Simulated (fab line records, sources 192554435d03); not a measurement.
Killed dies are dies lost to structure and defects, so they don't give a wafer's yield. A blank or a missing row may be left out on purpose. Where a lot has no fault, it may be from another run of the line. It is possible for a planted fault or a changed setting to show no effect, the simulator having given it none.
fab line records	flow n5Finfet
[record] lots = 10	wafers = 29	lastDay = 19
route steps=1938 shown BEOL_M7@1280 PASSIVATION@1936
lots with no fault: from the same line, run without faults
startH: the number of hours between the record's first day and the start of the first shown wafer of the lot	waitH: time in hours since the lot's previous step	" the same as in the row above	L1.1+2: several wafers, shown together as one row	- value missing, or start not given	* or withheld: withheld	< > ~ a bound
route shown NAME@n: NAME is a module with steps in the file, n the number in the route of the first one	usual: mean/standard deviation of fault-free wafers	same: alike in all rows	chamber/n: place in a boat	sites: per-site readings	_std_site: standard deviation across them	_edge_site: inner sites' mean taken away from outer sites' mean	radiusMm: how far each site lies from the wafer's centre	mask NAME#n: copy n	behind: tool/chamber where the wafer was last shaped	hold: why the lot went on hold/how many hours it stayed there/how the hold came to an end	device: which transistor (n, p or np) failed to switch	end of line: the tests these same wafers got at the end of their route	for a step that has no rows: nothing shown but its recipe	killed: not the wafer's yield, but the dies lost to structure and defects at the first sort	map: a wafer's dies, x killed, . not, _ none there
set.NAME: the run value of the setting; set.NAME@STEP: its run value at that earlier step	model.NAME: the simulator's own value behind a step, which no gauge read
a sample of lots followed through the steps of the route, with each step as a table and each wafer as a row
services: from which hour (startH, from the record's first day; less than 0 if before it) a tool's chamber was out of use, for how many hours, and why
[[steps]]
[step N5_BEOL_M7_ETCH_61]
[recipe] chemistry = CF4	target = SiARC	targetDepthA = 455	maskMaterial = CAR-ArF	timeS = 75.8	ionEnergyEv = 80	pressureMtorr = 40	sourceW = 545	biasW = 36	Ar_flow_sccm = 100	cf4FlowSccm = 100	ends = cleared
[usual] drypumpMotorCurrentA = 5.9/0.39	etchRfOnTimeS = 75.8/1.4	oesProductAu = 0.67/0.075	rfVppV = 184.2/1.2	showerheadPlenumPTorr = 2.14/0.07	throttleValvePct = 15.67/0.26
lot.wafer	tool	chamber	startH	waitH	drypumpMotorCurrentA	etchRfOnTimeS	oesProductAu	rfHoursCounterH	rfVppV	showerheadPlenumPTorr	throttleValvePct
L622.1	rieDiel-04	3	233.28	0.0	6.5	76.2	0.65	150	182.9	1.98	15.82
L622.2	"	1	"	"	5.2	74.3	0.67	138	182.5	2.07	15.53
L622.3	"	0	"	"	5.9	77.0	0.63	162	182.1	2.05	15.46
L624.2	rieDiel-06	0	262.82	0.0	6.2	75.0	0.64	169	182.5	2.13	15.86
L624.3	"	2	"	"	6.2	79.5	0.57	242	184.4	2.19	15.99
L624.6	"	2	"	"	6.2	79.6	0.57	-	184.7	2.19	15.98
L627.2	rieDiel-05	1	268.95	0.0	5.5	76.1	0.61	214	185.2	2.20	15.48
L627.3	"	0	"	"	5.9	78.3	0.59	215	185.7	2.20	16.00
L627.4	"	2	"	"	5.1	76.4	0.67	123	183.4	2.15	15.77
L628.1	rieDiel-05	3	272.21	0.0	5.7	74.9	0.78	20	185.9	2.27	15.22
L628.4	"	2	"	"	5.1	77.3	0.67	125	184.7	2.15	15.78
L628.6	"	2	"	"	5.1	77.0	0.68	-	185.8	2.15	15.79
L629.3	rieDiel-04	0	280.43	0.0	5.9	76.0	0.62	181	182.1	2.05	15.47
L629.5	"	3	"	"	6.4	75.9	0.64	-	182.4	1.97	15.85
L629.6	"	0	"	"	5.9	76.2	0.62	-	182.9	2.05	15.48
L637.1	rieDiel-06	2	331.81	0.0	6.2	75.0	0.83	10	185.0	2.19	15.51
L637.2	"	0	"	"	6.2	74.3	0.62	194	182.9	2.13	15.90
L637.5	"	0	"	"	6.1	73.9	0.64	-	184.9	2.13	15.90
L640.2	rieDiel-06	2	333.22	0.0	6.2	75.4	0.83	10	184.4	2.19	15.50
L640.3	"	0	"	"	6.1	75.4	0.63	194	184.7	2.13	15.92
L640.6	"	0	"	"	6.1	75.8	0.62	-	184.2	2.13	15.89
L638.2	rieDiel-05	1	335.72	0.0	5.6	77.0	0.59	234	184.3	2.19	15.54
L638.6	"	1	"	"	5.6	76.9	0.59	-	184.5	2.19	15.52
L641.3	rieDiel-06	3	361.86	0.0	6.2	75.7	0.62	191	184.1	2.13	15.92
L641.4	"	0	"	"	6.1	74.8	0.61	202	182.8	2.12	15.91
L641.6	"	0	"	"	6.1	75.7	0.61	-	183.5	2.12	15.90
L642.3	rieDiel-06	2	366.30	0.0	6.2	76.0	0.80	19	185.8	2.19	15.54
L642.4	"	0	"	"	6.1	75.6	0.61	204	183.0	2.12	15.92
L642.5	"	3	"	"	6.2	75.8	0.63	-	184.5	2.13	15.93
[step N5_BEOL_M7_INSPECT_30]
[recipe] mode = adi	inspectInstrument = brightfield
[usual] rawDefectCount = 407/80
lot.wafer	tool	chamber	startH	waitH	rawDefectCount
L622.1	defectInspect-01	-	234.75	0.1	363
L622.2	"	-	"	"	338
L622.3	"	-	"	"	398
L624.2	defectInspect-01	-	265.81	0.0	492
L624.3	"	-	"	"	575
L624.6	"	-	"	"	389
L627.2	defectInspect-01	-	270.24	0.0	236
L627.3	"	-	"	"	429
L627.4	"	-	"	"	355
L628.1	defectInspect-02	-	274.61	0.1	368
L628.4	"	-	"	"	336
L628.6	"	-	"	"	354
L629.3	defectInspect-02	-	284.36	0.0	357
L629.5	"	-	"	"	503
L629.6	"	-	"	"	338
L640.2	defectInspect-01	-	334.12	0.0	315
L640.3	"	-	"	"	406
L640.6	"	-	"	"	422
L637.1	defectInspect-01	-	334.16	0.1	339
L637.2	"	-	"	"	297
L637.5	"	-	"	"	396
L638.2	defectInspect-01	-	336.66	0.0	336
L638.6	"	-	"	"	407
L641.3	defectInspect-02	-	364.31	0.0	401
L641.4	"	-	"	"	514
L641.6	"	-	"	"	378
L642.3	defectInspect-02	-	370.14	0.0	378
L642.4	"	-	"	"	528
L642.5	"	-	"	"	359
[step N5_BEOL_M7_VIA_ETCH_34]
[recipe] chemistry = C4F6/O2	target = SiCOH_lowk	targetDepthA = 1255	maskMaterial = SOC	taperDeg = 4	timeS = 50.5	ionEnergyEv = 250	pressureMtorr = 30	sourceW = 345	biasW = 185	Ar_flow_sccm = 300	C4F6_flow_sccm = 10	O2_flow_sccm = 10
[usual] drypumpMotorCurrentA = 5.9/0.41	oes_f_703_au = 0.79/0.089	oesProductAu = 0.79/0.09	rfVppV = 667/7.2	runLengthS = 73.9/0.48	showerheadPlenumPTorr = 2.82/0.11	throttleValvePct = 20.88/0.26
lot.wafer	tool	chamber	startH	waitH	drypumpMotorCurrentA	oes_f_703_au	oesProductAu	rfHoursCounterH	rfVppV	runLengthS	showerheadPlenumPTorr	throttleValvePct
L622.1	rieDiel-04	1	235.58	0.0	5.3	0.77	0.78	140	653	73.2	2.75	20.79
L622.2	"	2	"	"	6.2	0.93	0.95	15	670	73.6	2.79	20.49
L622.3	"	3	"	"	6.5	0.75	0.76	150	657	73.4	2.62	21.07
L624.2	rieDiel-04	0	266.02	0.0	5.9	0.71	0.73	176	668	74.3	2.72	20.68
L624.3	"	2	"	"	6.2	0.90	0.92	26	671	73.7	2.79	20.50
L624.6	"	0	"	"	5.9	0.72	0.73	-	668	74.6	2.72	20.67
L627.2	rieDiel-04	2	270.83	0.0	6.2	0.90	0.92	27	670	73.5	2.79	20.51
L627.3	"	3	"	"	6.4	0.74	0.74	165	657	73.5	2.62	21.10
L627.4	"	1	"	"	5.2	0.77	0.77	145	654	73.1	2.75	20.81
L628.1	rieDiel-05	2	274.82	0.0	5.1	0.78	0.78	126	666	73.7	2.85	21.02
L628.4	"	1	"	"	5.6	0.71	0.70	217	671	74.5	2.92	20.68
L628.6	"	3	"	"	5.7	0.92	0.91	-	665	74.6	3.02	20.53
L629.3	rieDiel-05	2	284.57	0.0	5.1	0.78	0.78	128	666	73.8	2.85	21.04
L629.5	"	1	"	"	5.6	0.70	0.70	-	671	74.1	2.92	20.67
L629.6	"	2	"	"	5.1	0.78	0.78	-	667	73.9	2.85	21.04
L640.2	rieDiel-06	1	334.33	0.0	6.2	0.84	0.84	66	665	74.0	2.87	21.12
L640.3	"	2	"	"	6.2	0.95	0.98	10	674	73.1	2.91	20.86
L640.6	"	0	"	"	6.1	0.73	0.73	-	682	74.2	2.82	21.13
L637.1	rieDiel-04	3	334.38	0.0	6.4	0.72	0.72	185	658	90.7	2.61	21.12
L637.2	"	1	"	"	5.3	0.75	0.76	167	652	73.1	2.74	20.86
L637.5	"	0	"	"	5.9	0.70	0.71	-	668	74.2	2.71	20.69
L638.2	rieDiel-04	2	336.95	0.0	6.2	0.87	0.87	48	670	74.1	2.78	20.54
L638.6	"	0	"	"	5.9	0.70	0.71	-	668	91.5	2.71	20.69
L641.3	rieDiel-06	1	364.53	0.0	6.2	0.84	0.82	74	665	74.6	2.87	21.12
L641.4	"	2	"	"	6.2	0.92	0.95	18	677	72.9	2.90	20.87
L641.6	"	0	"	"	6.1	0.72	0.72	-	681	74.0	2.82	21.14
L642.3	rieDiel-06	0	371.20	0.0	6.1	0.71	0.72	205	681	74.0	2.82	21.14
L642.4	"	2	"	"	6.2	0.92	0.94	20	675	73.0	2.90	20.87
L642.5	"	3	"	"	6.2	0.74	0.73	-	667	73.9	2.84	21.24
[step N5_BEOL_M7_STRIP_80]
[recipe] chemistry = N2/H2	timeS = 10	powerW = 450	tempC = 40	pressureMtorr = 20	rfFrequencyHz = 6e+07	biasPowerW = 7	n2FlowSccm = 200	h2FlowSccm = 200
[usual] drypumpMotorCurrentA = 5.9/0.41	oesProductAu = 0.79/0.088	rfVppV = 59.1/0.91	showerheadPlenumPTorr = 2.52/0.11	throttleValvePct = 23.7/0.34
lot.wafer	tool	chamber	startH	waitH	drypumpMotorCurrentA	oesProductAu	rfHoursCounterH	rfVppV	showerheadPlenumPTorr	throttleValvePct
L622.1	rieDiel-04	1	-	-	5.2	0.77	140	58.7	2.43	23.3
L622.2	"	2	"	"	6.2	0.96	15	59.1	2.49	23.6
L622.3	"	3	"	"	6.4	0.76	150	59.7	2.34	24.1
L624.2	rieDiel-04	0	-	-	5.9	0.74	176	59.9	2.42	23.4
L624.3	"	2	"	"	6.2	0.92	26	58.6	2.48	23.6
L624.6	"	0	"	"	5.9	0.74	-	59.4	2.42	23.4
L627.2	rieDiel-04	2	-	-	6.2	0.91	27	58.0	2.48	23.6
L627.3	"	3	"	"	6.4	0.75	165	57.9	2.33	24.1
L627.4	"	1	"	"	5.3	0.77	145	59.2	2.43	23.3
L628.1	rieDiel-05	2	-	-	5.1	0.79	126	59.0	2.56	24.1
L628.4	"	1	"	"	5.6	0.71	217	59.1	2.63	23.6
L628.6	"	3	"	"	5.7	0.91	-	59.6	2.70	23.1
L629.3	rieDiel-05	2	-	-	5.1	0.79	128	58.3	2.56	24.2
L629.5	"	1	"	"	5.6	0.70	-	59.7	2.63	23.6
L629.6	"	2	"	"	5.1	0.79	-	59.9	2.56	24.2
L640.2	rieDiel-06	1	-	-	6.2	0.83	66	59.7	2.59	24.1
L640.3	"	2	"	"	6.2	0.98	10	59.1	2.60	23.7
L640.6	"	0	"	"	6.1	0.73	-	60.2	2.52	23.8
L637.1	rieDiel-04	3	-	-	6.4	0.73	185	59.0	2.33	24.1
L637.2	"	1	"	"	5.2	0.76	167	60.2	2.42	23.3
L637.5	"	0	"	"	5.8	0.72	-	58.3	2.41	23.5
L638.2	rieDiel-04	2	-	-	6.2	0.89	49	58.8	2.48	23.6
L638.6	"	0	"	"	5.9	0.72	-	57.3	2.41	23.5
L641.3	rieDiel-06	1	-	-	6.2	0.82	74	58.9	2.58	24.1
L641.4	"	2	"	"	6.2	0.95	18	59.0	2.60	23.7
L641.6	"	0	"	"	6.1	0.73	-	58.6	2.52	23.8
L642.3	rieDiel-06	0	-	-	6.1	0.72	205	58.4	2.52	23.8
L642.4	"	2	"	"	6.2	0.95	20	60.3	2.60	23.7
L642.5	"	3	"	"	6.2	0.73	-	59.8	2.52	23.8
[step N5_PASSIVATION_PROBE_49]
[usual] defectLimitedYield = 91.0/1.6	killed_at_M0_to_M3 = 35/11	killed_at_M4_up = 14/5.1	killedAtContacts = 12/6.6	killedAtFrontEnd = 41/12	killedAtOther = 4/3	killedDies = 107/19	killedOpen = 70/15	killedShort = 35/8.5	sort_bin_5_function = 5.3/1	sort_bin_6_memory = 3.4/0.73	sortNPass = 1073/19	sortYieldPct = 91.0/1.6
[same] grossDies = 1180	killedAtBackSide = 0	sort_bin_4_leakage[%] = 0	sort_bin_8_speed[%] = 0
lot.wafer	tool	chamber	startH	waitH	defectLimitedYield[%]	killed_at_M0_to_M3	killed_at_M4_up	killedAtContacts	killedAtFrontEnd	killedAtOther	killedDies	killedOpen	killedShort	sort_bin_5_function[%]	sort_bin_6_memory[%]	sortNPass	sortYieldPct[%]
L627.2	prober-01	-	348.26	0.1	91.8	20	13	13	51	0	97	60	37	4.8	3.1	1083	91.8
L627.3	prober-01	-	348.31	0.1	91.9	21	9	13	51	2	96	68	28	5.4	2.5	1084	91.9
L627.4	prober-01	-	348.36	0.2	89.9	27	12	12	67	1	119	75	42	4.9	4.6	1061	89.9
L637.1	prober-01	-	407.03	0.0	88.7	30	21	12	67	3	133	78	53	7.2	3.7	1047	88.7
L637.2	prober-01	-	407.08	0.1	92.4	30	9	3	45	3	90	61	28	4.2	3.1	1090	92.4
L637.5	prober-01	-	407.23	0.2	90.6	34	8	5	58	6	111	59	52	4.4	4.7	1069	90.6
L638.6	prober-02	-	416.04	0.3	90.3	47	11	11	44	1	114	73	41	5.0	4.2	1066	90.3
L640.2	prober-01	-	419.79	0.1	90.3	37	28	5	40	4	114	78	33	5.5	3.5	1066	90.3
L640.3	prober-01	-	419.84	0.1	91.9	17	19	3	54	3	96	60	35	4.7	2.9	1084	91.9
L640.6	prober-01	-	419.99	0.3	92.7	25	6	5	50	0	86	55	28	4.4	2.5	1094	92.7
// killed by level:class
L627.2 FIN_SAQP:geometricParticle:short=15 FIN_SAQP:geometricParticle:open=12 MOL_CONTACT_COAG:geometricParticle:open=10 BEOL_M4:geometricParticle:open=8 BEOL_M2:geometricParticle:open=5 BEOL_M3:geometricParticle:open=5 BEOL_M3:geometricParticle:short=5 STARTING-WAFER:geometricParticle:short=5
L627.3 FIN_SAQP:geometricParticle:open=13 MOL_CONTACT_COAG:geometricParticle:open=11 FIN_SAQP:geometricParticle:short=10 STI_FIN_REVEAL:geometricParticle:open=7 BEOL_M0:geometricParticle:open=6 DUMMY_GATE:geometricParticle:open=5 ILD0:geometricParticle:short=5 BEOL_M1:geometricParticle:open=5
L627.4 FIN_SAQP:geometricParticle:short=20 STI_FIN_REVEAL:geometricParticle:open=18 FIN_SAQP:geometricParticle:open=12 MOL_CONTACT_COAG:geometricParticle:open=9 BEOL_M3:geometricParticle:open=7 BEOL_M4:geometricParticle:open=5 STI_FIN_REVEAL:geometricParticle:short=4 DUMMY_GATE:geometricParticle:open=4
L637.1 STI_FIN_REVEAL:geometricParticle:open=23 FIN_SAQP:geometricParticle:short=13 BEOL_M4:geometricParticle:open=11 BEOL_M2:geometricParticle:open=9 GATE_CUT:geometricParticle:short=8 MOL_CONTACT_COAG:geometricParticle:short=6 MOL_CONTACT_COAG:geometricParticle:open=6 FIN_SAQP:geometricParticle:open=5
L637.2 STI_FIN_REVEAL:geometricParticle:open=10 FIN_SAQP:geometricParticle:open=9 BEOL_M0:geometricParticle:open=6 BEOL_M1:geometricParticle:open=6 FIN_SAQP:geometricParticle:short=5 GATE_CUT:geometricParticle:short=5 BEOL_M0_SAQP:geometricParticle:open=5 BEOL_M3:geometricParticle:open=4
L637.5 FIN_SAQP:geometricParticle:short=16 FIN_SAQP:geometricParticle:open=13 BEOL_M3:geometricParticle:open=11 STI_FIN_REVEAL:geometricParticle:open=10 BEOL_M0_SAQP:geometricParticle:short=10 ILD0:geometricParticle:short=7 BEOL_M0_SAQP:geometricParticle:open=4 BEOL_M3:geometricParticle:short=4
L638.6 BEOL_M0_SAQP:geometricParticle:short=21 BEOL_M0_SAQP:geometricParticle:open=19 FIN_SAQP:geometricParticle:open=10 MOL_CONTACT_COAG:geometricParticle:open=9 STARTING-WAFER:geometricParticle:open=6 FIN_SAQP:geometricParticle:short=5 GATE_CUT:geometricParticle:open=5 GATE_CUT:geometricParticle:short=4
L640.2 BEOL_M4:geometricParticle:open=17 FIN_SAQP:geometricParticle:open=14 BEOL_M0_SAQP:geometricParticle:short=9 FIN_SAQP:geometricParticle:short=8 BEOL_M3:geometricParticle:open=7 BEOL_M1:geometricParticle:open=7 BEOL_M2:geometricParticle:open=6 BEOL_M0_SAQP:geometricParticle:open=4
L640.3 FIN_SAQP:geometricParticle:open=16 FIN_SAQP:geometricParticle:short=9 STI_FIN_REVEAL:geometricParticle:open=9 BEOL_M4:geometricParticle:open=7 BEOL_M3:geometricParticle:open=6 BEOL_M5:geometricParticle:short=6 BEOL_M0_SAQP:geometricParticle:short=5 STARTING-WAFER:geometricParticle:open=4
L640.6 FIN_SAQP:geometricParticle:open=12 STI_FIN_REVEAL:geometricParticle:open=8 BEOL_M3:geometricParticle:open=7 FIN_SAQP:geometricParticle:short=6 BEOL_M1:geometricParticle:open=5 GATE_CUT:geometricParticle:short=4 MOL_CONTACT_COAG:geometricParticle:open=4 BEOL_M2:geometricParticle:open=4
[[services]]
tool	chamber	startH	hours	kind
rieDiel-04	1	246.57	21.8	repair
rieDiel-04	2	259.91	4.9	repair
rieDiel-06	2	288.97	-	clean
rieDiel-06	2	288.97	-	consumableReplace:focusRing
rieDiel-06	2	288.97	15.6	scheduledDown
rieDiel-06	2	288.97	15.6	ventCycle
rieDiel-06	1	310.69	9.2	repair
[[key]]
[firstSign] step = N5_BEOL_M7_VIA_ETCH_34	reading = runLengthS	direction = up	sigmas = 36	usual = *	struck = *
effect none on later readings
metAt N5_BEOL_M7_VIA_ETCH_34
struckLots L637,L638
struckWafers L637.1,L638.6
notActingAt N5_BEOL_M7_ETCH_61,N5_BEOL_M7_INSPECT_30,N5_BEOL_M7_STRIP_80
onsetBetween 270.83 334.38
[fault] kind = processParameterDrift	tool = rieDiel-04	chamber = -	onsetH = 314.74	steps = N5_BEOL_M7_VIA_ETCH_34	channel = timeS	offset = *	shape = step	endH = 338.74	scope = struckWafersOnly	actsIn = *	stated = *
